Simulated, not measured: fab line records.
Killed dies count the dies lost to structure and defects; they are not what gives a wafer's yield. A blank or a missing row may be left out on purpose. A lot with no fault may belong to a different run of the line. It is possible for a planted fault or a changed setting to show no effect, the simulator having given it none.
3 desks looking at one fault || flow nand harc || each desk has only its own numbers; what lay behind them comes last

## TOOL OWNER'S DESK, plasma asher-01
The tool's own readings at NHARC_THIN_TSV_STRIP_56 (strips in O2): means of the sampled wafers that have a number, for each lot that ran on this tool. The brackets show how far a lot's mean lies from the usual mean; more than 4 standard deviations puts the lot out of limits, marked OUT.
Columns: A = drypump motor current A at NHARC_THIN_TSV_STRIP_56, usual 5.72 A; B = heater power w at NHARC_THIN_TSV_STRIP_56, usual 333 W
{"lot": "L593", "first seen here": "day 27 17:09", "A": 5.98, "B": 345}
{"lot": "L602", "first seen here": "day 31 09:14", "A": 5.99, "B": 333}
{"lot": "L603", "first seen here": "day 31 23:29", "A": 5.83, "B": 329}
Result from this desk: across the 3 lots, nothing is out of limits.

## FROM THE METROLOGY DESK
What the gauges read for every lot (on any tool): the sampled wafers with a number, averaged. The brackets show how far a lot's mean lies from the usual mean; more than 4 standard deviations puts the lot out of limits, marked OUT.
Columns: A = cd nm at NHARC_THIN_TSV_CD_MEAS_33, usual 5000.1 nm; B = cd nm at NHARC_THIN_TSV_CD_MEAS_37, usual 5000.9 nm
{"lot": "L590", "first seen here": "day 25 18:43", "A": 4998.5, "B": 4999.5}
{"lot": "L593", "first seen here": "day 27 16:30", "A": 5001.1, "B": 4999.5}
{"lot": "L602", "first seen here": "day 31 08:32", "A": 4998.9, "B": 5000.5}
{"lot": "L603", "first seen here": "day 31 22:50", "A": 5001.5, "B": 5002.3}
{"lot": "L605", "first seen here": "day 32 00:09", "A": 4999.3, "B": 4999.2}
{"lot": "L606", "first seen here": "day 32 17:40", "A": 5001.0, "B": 5003.6}
Result from this desk: across the 6 lots, nothing is out of limits.

## THE DEFECT DESK
Inspection counts along the route, by lot: the mean over sampled wafers that carry a number. The brackets show how far a lot's mean lies from the usual mean; more than 4 standard deviations puts the lot out of limits, marked OUT.
Columns: A = raw defect count at NHARC_THIN_TSV_INSPECT_40, usual 560
{"lot": "L590", "first seen here": "day 25 23:37", "A": 597}
{"lot": "L593", "first seen here": "day 27 22:32", "A": 615}
{"lot": "L602", "first seen here": "day 31 11:58", "A": "1341 (+9.4) OUT"}
{"lot": "L603", "first seen here": "day 32 04:52", "A": "1397 (+10) OUT"}
{"lot": "L605", "first seen here": "day 32 04:52", "A": 590}
{"lot": "L606", "first seen here": "day 32 23:38", "A": 557}
This desk's finding: out of limits on L602, L603; first on L602, day 31 11:58 (raw defect count at NHARC_THIN_TSV_INSPECT_40). In limits: L590, L593, L605, L606.

## ALL TOGETHER
The defect desk could have raised an alarm at day 31 11:58, on L602, L603.
Nothing out of limits was seen by the tool owner's desk.
At the metrology desk, nothing out of limits was observed.
Tool owner's desk: L602, L603 on record, inside its limits.
The metrology desk has L602, L603 on record, within its limits.
Of the lots named, all ran NHARC_THIN_TSV_STRIP_56 on plasma asher-01.

## WHAT WAS PUT IN BY THE SIMULATOR
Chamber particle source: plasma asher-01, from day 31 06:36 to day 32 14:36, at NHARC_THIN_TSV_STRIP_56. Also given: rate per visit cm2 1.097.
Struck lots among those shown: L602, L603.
Hours from the fault's start to each desk's first reading out of limits: the defect desk, 5.
